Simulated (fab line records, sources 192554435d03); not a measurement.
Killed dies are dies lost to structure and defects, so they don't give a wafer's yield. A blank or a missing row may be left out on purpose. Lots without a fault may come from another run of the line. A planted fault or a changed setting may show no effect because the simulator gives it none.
fab line records | flow n5_finfet | part 1 of 2: steps 1 to 4 of 6
record lots=24 wafers=72 last_day=19
route steps=1938 shown BEOL_M7@1318 BEOL_M8@1335 BEOL_M9@1402
lots that met no fault: from a run of the same line without faults
start_h: hours from the record's first day to the start of the lot's first wafer shown | wait_h: hours since the lot's step before | " the same as in the row above | L1.1+2: a row that stands for several wafers | - no value, or no start given | * or withheld: withheld | < > ~ a bound
route shown NAME@n: a module of which the file shows steps, and the number in the route of the first | usual: mean/standard deviation of fault-free wafers | same: alike in all rows | chamber/n: place in a boat | sites: the reading at each site | _std_site: their standard deviation | _edge_site: outer sites' mean less inner sites' | radius_mm: how far each site lies from the wafer's centre | mask NAME#n: copy n | behind: the tool/chamber that last shaped the wafer | hold: why the lot was held/for how many hours/how that ended | device: the transistor (n, p or np) that didn't switch | end of line: the same wafers' tests at the end of the route | a step without rows: its recipe alone | killed: dies lost to structure and defects at the first sort, not the wafer's yield | map: a wafer's dies, x killed, . not, _ none there
set.NAME: the setting as run; set.NAME@STEP: as run at that earlier step | model.NAME: the simulator's own value behind a step, which no gauge read
steps of the route over a sample of lots; a table a step, a row a wafer
services: from which hour (start_h, from the record's first day; less than 0 if before it) a tool's chamber was out of use, for how many hours, and why
## steps
# step N5_BEOL_M7_DEGAS_44
# recipe ambient=vacuum temp_c=250 time_s=60
# usual heater_power_w=345/36 susceptor_temp_C=249.99/0.17
# columns lot.wafer tool chamber start_h wait_h heater_power_w susceptor_temp_C
L074.2 pvd_sputter-03 - 230.94 1.8 377 250.04
L074.5 " - " " 283 250.04
L074.6 " - " " 372 249.97
L075.2 pvd_sputter-01 - 230.99 1.7 335 250.15
L075.4 " - " " 338 250.17
L075.5 " - " " 354 249.94
L078.1 pvd_sputter-02 - 237.72 0.7 344 250.22
L078.2 " - " " 367 249.79
L078.6 " - " " 348 250.07
L077.2 pvd_sputter-02 - 238.78 0.3 355 250.24
L077.3 " - " " 406 249.93
L077.6 " - " " 345 250.14
L076.2 pvd_sputter-02 - 248.62 0.6 298 250.12
L076.4 " - " " 360 249.88
L076.6 " - " " 310 250.10
L079.1 pvd_sputter-02 - 252.84 0.6 306 250.27
L079.4 " - " " 344 249.81
L079.5 " - " " 406 250.10
L080.1 pvd_sputter-02 - 253.00 0.6 341 250.12
L080.3 " - " " 404 249.89
L080.6 " - " " 351 249.79
L081.3 pvd_sputter-03 - 264.15 1.6 378 249.98
L081.5 " - " " 379 249.69
L081.6 " - " " 372 250.03
L082.3 pvd_sputter-03 - 271.16 0.2 286 250.22
L082.5 " - " " 369 249.68
L082.6 " - " " 287 250.01
L083.2 pvd_sputter-03 - 278.41 0.7 320 250.12
L083.3 " - " " 370 249.91
L083.4 " - " " 377 250.01
L085.4 pvd_sputter-01 - 280.70 0.1 349 249.99
L085.5 " - " " 348 250.22
L085.6 " - " " 332 250.32
L086.2 pvd_sputter-03 - 287.28 0.6 318 249.79
L086.5 " - " " 291 249.86
L086.6 " - " " 370 250.14
L084.1 pvd_sputter-03 - 292.44 2.6 316 249.88
L084.4 " - " " 371 250.25
L084.5 " - " " 282 250.17
L087.4 pvd_sputter-03 - 300.14 0.4 375 250.24
L087.5 " - " " 374 249.72
L087.6 " - " " 370 250.05
L088.2 pvd_sputter-03 - 311.97 0.2 368 249.86
L088.3 " - " " 372 250.32
L088.4 " - " " 293 249.90
L089.1 pvd_sputter-01 - 322.15 0.6 347 250.06
L089.5 " - " " 339 249.81
L089.6 " - " " 350 249.84
L090.3 pvd_sputter-02 - 323.89 0.6 362 250.09
L090.4 " - " " 349 250.17
L090.5 " - " " 310 250.18
L091.1 pvd_sputter-02 - 323.97 0.6 366 250.03
L091.2 " - " " 397 250.05
L091.4 " - " " 311 249.97
L093.3 pvd_sputter-02 - 324.45 0.5 345 249.84
L093.4 " - " " 405 250.10
L093.6 " - " " 310 250.19
L092.1 pvd_sputter-01 - 330.86 0.3 330 250.09
L092.3 " - " " 286 249.92
L092.5 " - " " 359 250.00
L094.1 pvd_sputter-02 - 360.12 1.4 304 249.98
L094.2 " - " " 397 249.96
L094.5 " - " " 312 249.96
L096.2 pvd_sputter-02 - 360.98 0.4 350 249.80
L096.3 " - " " 407 250.06
L096.6 " - " " 403 249.90
L095.1 pvd_sputter-01 - 362.20 0.3 285 250.19
L095.4 " - " " 333 249.86
L095.5 " - " " 324 250.00
L097.3 pvd_sputter-03 - 366.00 0.8 320 249.75
L097.4 " - " " 370 249.81
L097.5 " - " " 380 249.71
# step N5_BEOL_M8_PECVD_70
# recipe material=SiO2 target_thk_a=200 temp_c=400 precursor=TEOS/O2 pressure_torr=5.5 rf_w=450 teos_flow_sccm=53.8 gas=O2 flow_sccm=3000 time_s=22.7
# usual heater_power_w=694/72 showerhead_plenum_p_Torr=8.76/0.055 susceptor_temp_C=399.99/0.19 throttle_valve_pct=22.8/0.91
# columns lot.wafer tool chamber start_h wait_h heater_power_w showerhead_plenum_p_Torr susceptor_temp_C throttle_valve_pct
L074.2 pecvd-02 0 233.51 0.0 784 8.65 399.78 23.5
L074.5 " 0 " " 790 8.67 400.01 23.6
L074.6 " 1 " " 690 8.77 399.69 24.3
L075.2 pecvd-03 2 233.80 0.0 574 8.77 400.18 21.6
L075.4 " 1 " " 684 8.81 400.16 22.5
L075.5 " 1 " " 686 8.80 400.18 22.4
L078.1 pecvd-01 0 240.51 0.0 930 8.85 399.84 23.4
L078.2 " 1 " " 731 8.79 399.84 22.5
L078.6 " 0 " " 922 8.86 400.39 23.6
L077.2 pecvd-01 2 241.57 0.0 743 8.88 400.00 20.4
L077.3 " 0 " " 793 8.86 399.90 23.5
L077.6 " 2 " " 736 8.87 400.05 20.3
L076.2 pecvd-02 0 252.21 0.0 773 8.66 400.00 23.5
L076.4 " 0 " " 802 8.65 399.80 23.5
L076.6 " 1 " " 668 8.78 399.97 24.0
L079.1 pecvd-03 0 255.30 0.0 601 8.78 400.22 23.0
L079.4 " 1 " " 708 8.79 400.09 22.6
L079.5 " 0 " " 604 8.77 400.21 22.9
L080.1 pecvd-03 0 255.99 0.0 623 8.77 399.88 22.8
L080.3 " 1 " " 633 8.78 400.01 22.5
L080.6 " 1 " " 667 8.80 399.95 22.7
L081.3 pecvd-03 2 266.46 0.0 649 8.76 400.13 21.7
L081.5 " 1 " " 734 8.79 400.43 22.6
L081.6 " 2 " " 646 8.74 400.22 21.5
L082.3 pecvd-02 2 274.27 0.0 606 8.75 399.83 22.1
L082.5 " 2 " " 621 8.76 399.75 22.1
L082.6 " 1 " " 695 8.79 399.94 24.1
L083.2 pecvd-02 1 281.14 0.0 698 8.78 399.87 24.2
L083.3 " 0 " " 776 8.66 399.69 23.6
L083.4 " 1 " " 693 8.78 399.48 24.3
L085.4 pecvd-02 0 284.85 0.1 754 8.67 399.98 23.5
L085.5 " 2 " " 665 8.73 400.11 22.3
L085.6 " 1 " " 634 8.82 399.95 24.0
L086.2 pecvd-03 0 289.97 0.0 675 8.78 399.73 23.0
L086.5 " 2 " " 661 8.77 399.66 21.5
L086.6 " 1 " " 779 8.78 400.21 22.7
L084.1 pecvd-03 0 295.20 0.0 589 8.80 400.09 23.0
L084.4 " 1 " " 760 8.77 399.85 22.5
L084.5 " 0 " " 575 8.78 399.99 22.9
L087.4 pecvd-02 0 305.65 0.1 649 8.69 399.95 23.8
L087.5 " 2 " " 632 8.75 399.96 22.0
L087.6 " 0 " " 626 8.67 399.72 23.4
L088.2 pecvd-02 0 318.82 0.0 661 8.70 399.92 23.5
L088.3 " 1 " " 697 8.79 399.92 24.3
L088.4 " 0 " " 687 8.68 400.03 23.7
L089.1 pecvd-02 1 325.19 0.0 649 8.78 400.07 24.1
L089.5 " 0 " " 729 8.69 400.42 23.6
L089.6 " 2 " " 620 8.75 399.69 22.3
L090.3 pecvd-03 1 326.14 0.0 702 8.79 400.35 22.5
L090.4 " 0 " " 589 8.79 400.09 22.9
L090.5 " 2 " " 694 8.73 400.26 21.8
L091.1 pecvd-01 0 326.38 0.0 947 8.89 400.09 23.6
L091.2 " 2 " " 735 8.87 399.89 20.9
L091.4 " 1 " " 634 8.80 400.24 22.6
L093.3 pecvd-03 1 326.85 0.0 764 8.80 399.98 23.1
L093.4 " 2 " " 682 8.77 400.24 21.5
L093.6 " 0 " " 677 8.79 400.11 22.8
L092.1 pecvd-03 2 333.72 0.0 665 8.76 400.17 22.0
L092.3 " 1 " " 695 8.79 400.14 22.9
L092.5 " 0 " " 648 8.78 399.89 23.1
L094.1 pecvd-02 0 362.55 0.0 791 8.67 399.97 23.6
L094.2 " 2 " " 702 8.74 399.85 22.3
L094.5 " 0 " " 638 8.64 399.84 23.2
L096.2 pecvd-03 2 364.09 0.0 708 8.74 399.98 21.8
L096.3 " 0 " " 541 8.77 400.41 22.8
L096.6 " 0 " " 540 8.77 400.10 23.1
L095.1 pecvd-02 1 365.59 0.0 692 8.77 399.73 24.1
L095.4 " 2 " " 698 8.75 399.88 22.2
L095.5 " 0 " " 710 8.67 400.29 23.6
L097.3 pecvd-02 1 368.45 0.0 652 8.77 399.91 24.1
L097.4 " 0 " " 777 8.68 400.23 23.6
L097.5 " 2 " " 674 8.76 400.02 22.2
# step N5_BEOL_M8_ETCH_61
# recipe chemistry=CF4 target=SiARC target_depth_a=455 mask_material=CAR-ArF time_s=75.8 ion_energy_ev=80 pressure_mtorr=40 source_w=545 bias_w=36 Ar_flow_sccm=100 cf4_flow_sccm=100 ends=cleared
# usual drypump_motor_current_A=5.7/0.45 etch_rf_on_time_s=76.1/2.4 oes_product_au=0.68/0.089 rf_vpp_V=184.4/1.2 showerhead_plenum_p_Torr=2.17/0.073 throttle_valve_pct=15.57/0.29
# columns lot.wafer tool chamber start_h wait_h drypump_motor_current_A etch_rf_on_time_s oes_product_au rf_hours_counter_h rf_vpp_V showerhead_plenum_p_Torr throttle_valve_pct
L074.2 rie_diel-05 0 236.32 0.0 5.6 79.7 0.58 226 184.1 2.11 16.05
L074.5 " 0 " " 5.6 80.7 0.58 - 184.1 2.11 16.04
L074.6 " 3 " " 6.1 76.3 0.63 - 183.8 2.13 15.78
L075.2 rie_diel-04 1 236.54 0.0 5.3 79.9 0.59 230 184.7 2.21 16.09
L075.4 " 0 " " 5.6 76.8 0.66 104 182.5 2.08 15.35
L075.5 " 3 " " 5.7 77.3 0.57 - 186.2 2.20 16.08
L078.1 rie_diel-04 0 243.56 0.0 5.6 77.2 0.65 106 183.3 2.08 15.36
L078.2 " 3 " " 5.7 78.1 0.58 235 184.9 2.20 16.07
L078.6 " 0 " " 5.6 77.2 0.66 - 184.1 2.08 15.38
L077.2 rie_diel-05 0 243.61 0.0 5.6 80.6 0.57 230 184.1 2.11 16.05
L077.3 " 2 " " 5.5 77.1 0.60 224 185.3 2.20 15.55
L077.6 " 3 " " 6.1 77.4 0.62 - 183.9 2.13 15.78
L076.2 rie_diel-05 2 253.97 0.0 5.5 76.6 0.60 227 183.8 2.20 15.55
L076.4 " 0 " " 5.6 79.9 0.57 - 183.8 2.11 16.07
L076.6 " 3 " " 6.1 76.4 0.62 - 183.7 2.13 15.80
L079.1 rie_diel-05 0 257.18 0.0 5.6 79.7 0.57 235 183.3 2.11 16.07
L079.4 " 1 " " 6.5 74.3 0.84 1 186.8 2.28 15.42
L079.5 " 2 " " 5.5 75.9 0.60 - 184.2 2.20 15.57
L080.1 rie_diel-02 1 257.38 0.0 5.8 79.8 0.58 229 186.0 2.19 15.85
L080.3 " 3 " " 4.9 73.5 0.60 243 184.5 2.11 15.77
L080.6 " 3 " " 4.9 73.6 0.59 - 184.0 2.11 15.76
L081.3 rie_diel-02 1 267.14 0.0 5.8 80.0 0.58 232 184.8 2.19 15.85
L081.5 " 3 " " 4.9 73.6 0.59 - 181.6 2.11 15.77
L081.6 " 2 " " 6.4 73.4 0.69 - 184.7 2.25 15.57
L082.3 rie_diel-04 2 278.09 0.0 6.0 75.5 0.61 224 180.7 2.03 15.55
L082.5 " 3 " " 5.7 77.2 0.57 - 184.6 2.19 16.09
L082.6 " 0 " " 5.6 77.3 0.65 - 183.9 2.08 15.38
L083.2 rie_diel-05 2 283.42 0.0 5.5 76.2 0.60 238 184.9 2.19 15.56
L083.3 " 3 " " 6.1 76.3 0.61 202 182.8 2.13 15.81
L083.4 " 1 " " 6.5 75.2 0.79 9 185.0 2.28 15.44
L085.4 rie_diel-05 3 285.75 0.0 6.1 77.2 0.62 203 183.3 2.13 15.81
L085.5 " 3 " " 6.1 76.6 0.61 - 183.4 2.13 15.84
L085.6 " 0 " " 5.6 81.0 0.56 - 183.0 2.11 16.07
L086.2 rie_diel-04 2 293.14 0.0 6.0 76.2 0.61 231 183.6 2.03 15.58
L086.5 " 1 " " 5.3 80.3 0.57 - 184.5 2.21 16.15
L086.6 " 2 " " 6.1 75.3 0.61 - 184.0 2.03 15.58
L084.1 rie_diel-02 2 296.74 0.0 6.4 73.3 0.68 111 184.9 2.25 15.60
L084.4 " 2 " " 6.4 74.0 0.67 - 185.8 2.25 15.61
L084.5 " 0 " " 5.8 75.8 0.77 - 186.3 2.27 15.22
L087.4 rie_diel-02 1 306.79 0.0 5.8 81.8 0.56 - 185.1 2.18 15.88
L087.5 " 3 " " 4.9 74.2 0.85 - 183.5 2.11 15.26
L087.6 " 2 " " 6.4 74.7 0.68 - 185.2 2.25 15.63
L088.2 rie_diel-04 2 321.07 0.0 6.1 75.1 0.60 243 182.1 2.02 15.59
L088.3 " 0 " " 5.6 76.9 0.63 138 183.2 2.07 15.42
L088.4 " 3 " " 5.7 75.4 0.80 8 185.7 2.19 15.67
L089.1 rie_diel-02 2 326.24 0.0 6.4 74.8 0.67 124 186.6 2.24 15.65
L089.5 " 0 " " 5.7 76.7 0.75 - 187.4 2.27 15.23
L089.6 " 2 " " 6.4 74.2 0.67 - 186.7 2.24 15.65
L090.3 rie_diel-02 0 331.11 0.0 5.8 76.2 0.74 - 186.1 2.27 15.22
L090.4 " 3 " " 4.9 72.9 0.82 - 182.7 2.10 15.30
L090.5 " 0 " " 5.8 76.7 0.74 - 186.3 2.27 15.21
L091.1 rie_diel-02 3 331.47 0.0 4.9 71.7 0.82 13 184.0 2.10 15.29
L091.2 " 0 " " 5.8 75.4 0.75 36 184.7 2.27 15.23
L091.4 " 0 " " 5.8 75.6 0.74 - 185.5 2.27 15.24
L093.3 rie_diel-02 0 332.04 0.0 5.7 74.7 0.75 - 186.0 2.27 15.23
L093.4 " 3 " " 4.9 71.9 0.82 - 184.2 2.10 15.27
L093.6 " 0 " " 5.8 74.8 0.75 - 186.2 2.27 15.22
L092.1 rie_diel-02 0 346.03 0.0 5.7 76.8 0.72 46 184.3 2.26 15.24
L092.3 " 0 " " 5.7 76.6 0.73 - 184.7 2.26 15.24
L092.5 " 3 " " 4.9 73.3 0.79 - 183.2 2.10 15.32
L094.1 rie_diel-02 3 364.52 0.0 4.9 73.8 0.77 33 184.0 2.09 15.32
L094.2 " 1 " " 5.8 76.9 0.81 4 184.1 2.18 15.37
L094.5 " 0 " " 5.8 76.6 0.71 - 184.8 2.26 15.27
L096.2 rie_diel-02 1 365.36 0.0 5.8 77.2 0.80 5 183.6 2.18 15.39
L096.3 " 3 " " 4.9 73.2 0.77 33 183.7 2.09 15.32
L096.6 " 2 " " 6.3 73.5 0.66 - 184.9 2.24 15.66
L095.1 rie_diel-02 2 367.01 0.0 6.4 73.2 0.67 135 186.0 2.24 15.66
L095.4 " 3 " " 4.9 73.0 0.77 34 183.3 2.09 15.32
L095.5 " 2 " " 6.4 73.4 0.66 - 184.9 2.24 15.66
L097.3 rie_diel-02 3 370.27 0.0 4.9 73.2 0.77 35 182.9 2.09 15.33
L097.4 " 0 " " 5.8 76.2 0.71 60 186.6 2.26 15.28
L097.5 " 3 " " 4.9 73.4 0.78 - 184.5 2.09 15.32
# step N5_BEOL_M8_HM_OPEN_17
# recipe chemistry=Cl2/BCl3 target_depth_a=200 overetch_a=60 target=TiN mask_material=SOC ion_energy_ev=150 pressure_mtorr=10 icp_w=1000 bias_w=126 Cl2_flow_sccm=53.25 bcl3_flow_sccm=21.75 Ar_flow_sccm=25
# usual bcl3_flow_sccm=21.74/0.064 drypump_motor_current_A=5.5/0.43 he_backside_leak_sccm=3.4/0.32 oes_product_au=0.62/0.082 throttle_valve_pct=22.26/0.23
# columns lot.wafer tool chamber start_h wait_h bcl3_flow_sccm drypump_motor_current_A he_backside_leak_sccm oes_product_au rf_hours_counter_h throttle_valve_pct
L074.2 rie_metal-03 1 236.56 0.0 21.84 5.1 3.3 0.58 92 22.06
L074.5 " 1 " " 21.81 5.1 3.1 0.58 - 22.06
L074.6 " 0 " " 21.75 5.2 3.4 0.59 - 22.56
L075.2 rie_metal-03 0 236.78 0.0 21.71 5.2 3.1 0.59 88 22.55
L075.4 " 1 " " 21.68 5.1 3.5 0.58 - 22.06
L075.5 " 0 " " 21.71 5.2 3.3 0.58 - 22.56
L078.1 rie_metal-03 0 243.81 0.0 21.67 5.2 3.3 0.58 89 22.56
L078.2 " 1 " " 21.59 5.1 3.2 0.58 92 22.05
L078.6 " 1 " " 21.81 5.1 3.1 0.58 - 22.05
L077.2 rie_metal-02 0 243.86 0.0 21.71 5.2 3.7 0.55 108 22.52
L077.3 " 0 " " 21.79 5.2 3.8 0.56 - 22.53
L077.6 " 1 " " 21.66 6.1 3.4 0.70 - 22.25
L076.2 rie_metal-03 1 254.21 0.0 21.71 5.1 3.0 0.57 93 22.06
L076.4 " 0 " " 21.74 5.2 3.2 0.58 - 22.57
L076.6 " 0 " " 21.78 5.2 3.3 0.57 - 22.58
L079.1 rie_metal-02 0 257.42 0.0 21.79 5.1 3.8 0.55 110 22.53
L079.4 " 0 " " 21.76 5.1 3.8 0.55 - 22.52
L079.5 " 1 " " 21.71 6.2 3.8 0.70 - 22.26
L080.1 rie_metal-03 1 257.63 0.0 21.84 5.1 3.1 0.57 93 22.08
L080.3 " 0 " " 21.66 5.2 3.2 0.58 - 22.56
L080.6 " 0 " " 21.82 5.2 3.2 0.58 - 22.56
L081.3 rie_metal-02 1 267.44 0.1 21.81 6.1 3.5 0.70 - 22.27
L081.5 " 1 " " 21.73 6.2 3.6 0.68 - 22.29
L081.6 " 1 " " 21.67 6.1 3.5 0.68 - 22.27
L082.3 rie_metal-01 1 278.37 0.1 21.74 5.4 3.3 0.68 - 22.39
L082.5 " 0 " " 21.72 6.1 3.2 0.57 - 21.93
L082.6 " 1 " " 21.74 5.4 3.3 0.67 - 22.40
L083.2 rie_metal-01 1 283.66 0.0 21.74 5.4 2.9 0.67 47 22.39
L083.3 " 1 " " 21.69 5.5 3.2 0.67 - 22.41
L083.4 " 0 " " 21.73 6.1 3.2 0.57 - 21.93
L085.4 rie_metal-02 0 286.02 0.1 21.69 5.1 3.5 0.86 - 22.09
L085.5 " 1 " " 21.71 6.1 3.5 0.68 - 22.25
L085.6 " 0 " " 21.75 5.1 3.5 0.85 - 22.12
L086.2 rie_metal-02 1 293.38 0.0 21.84 6.1 3.5 0.69 30 22.26
L086.5 " 1 " " 21.84 6.1 3.5 0.69 - 22.24
L086.6 " 0 " " 21.80 5.1 3.7 0.87 - 22.08
L084.1 rie_metal-03 1 296.98 0.0 21.78 5.1 3.5 0.57 96 22.05
L084.4 " 0 " " 21.77 5.2 3.2 0.57 - 22.57
L084.5 " 0 " " 21.80 5.2 3.2 0.57 - 22.56
L087.4 rie_metal-01 1 307.08 0.1 21.69 5.4 3.2 0.66 - 22.40
L087.5 " 0 " " 21.60 6.1 3.5 0.56 - 21.94
L087.6 " 1 " " 21.63 5.4 3.3 0.66 - 22.42
L088.2 rie_metal-01 1 321.32 0.0 21.71 5.4 3.0 0.66 50 22.41
L088.3 " 0 " " 21.76 6.1 3.3 0.56 - 21.94
L088.4 " 1 " " 21.75 5.4 3.1 0.66 - 22.41
L089.1 rie_metal-02 0 326.48 0.0 21.70 5.1 3.6 0.83 3 22.08
L089.5 " 0 " " 21.70 5.1 3.5 0.83 - 22.07
L089.6 " 1 " " 21.87 6.1 3.6 0.68 - 22.27
L090.3 rie_metal-01 0 331.48 0.1 21.74 6.1 3.2 0.57 - 21.94
L090.4 " 1 " " 21.70 5.4 3.2 0.67 - 22.39
L090.5 " 1 " " 21.76 5.4 3.4 0.66 - 22.40
L091.1 rie_metal-01 0 331.82 0.0 21.77 6.1 3.1 0.56 102 21.95
L091.2 " 1 " " 21.79 5.4 3.2 0.67 51 22.40
L091.4 " 1 " " 21.75 5.5 3.4 0.66 - 22.39
L093.3 rie_metal-03 1 332.39 0.1 21.79 5.1 3.2 0.57 - 22.05
L093.4 " 0 " " 21.75 5.2 3.0 0.58 - 22.55
L093.6 " 1 " " 21.68 5.1 3.2 0.58 - 22.05
L092.1 rie_metal-03 1 348.36 2.0 21.73 5.1 3.3 0.56 101 22.09
L092.3 " 1 " " 21.58 5.1 3.3 0.57 - 22.06
L092.5 " 0 " " 21.72 5.2 3.2 0.57 - 22.58
L094.1 rie_metal-02 0 364.76 0.0 21.81 5.1 3.7 0.80 6 22.07
L094.2 " 1 " " 21.85 6.1 3.4 0.66 36 22.28
L094.5 " 0 " " 21.75 5.1 5.4 0.80 - 22.10
L096.2 rie_metal-03 1 365.60 0.0 21.78 5.1 3.1 0.57 103 22.08
L096.3 " 0 " " 21.65 5.2 3.2 0.56 - 22.58
L096.6 " 0 " " 21.84 5.2 3.3 0.56 - 22.57
L095.1 rie_metal-03 1 367.25 0.0 21.68 5.1 3.3 0.57 103 22.08
L095.4 " 1 " " 21.83 5.1 3.2 0.56 - 22.08
L095.5 " 0 " " 21.66 5.2 3.2 0.57 - 22.55
L097.3 rie_metal-03 0 370.54 0.1 21.89 5.2 3.1 0.57 - 22.59
L097.4 " 1 " " 21.68 5.1 3.7 0.55 - 22.09
L097.5 " 1 " " 21.78 5.1 3.5 0.56 - 22.08
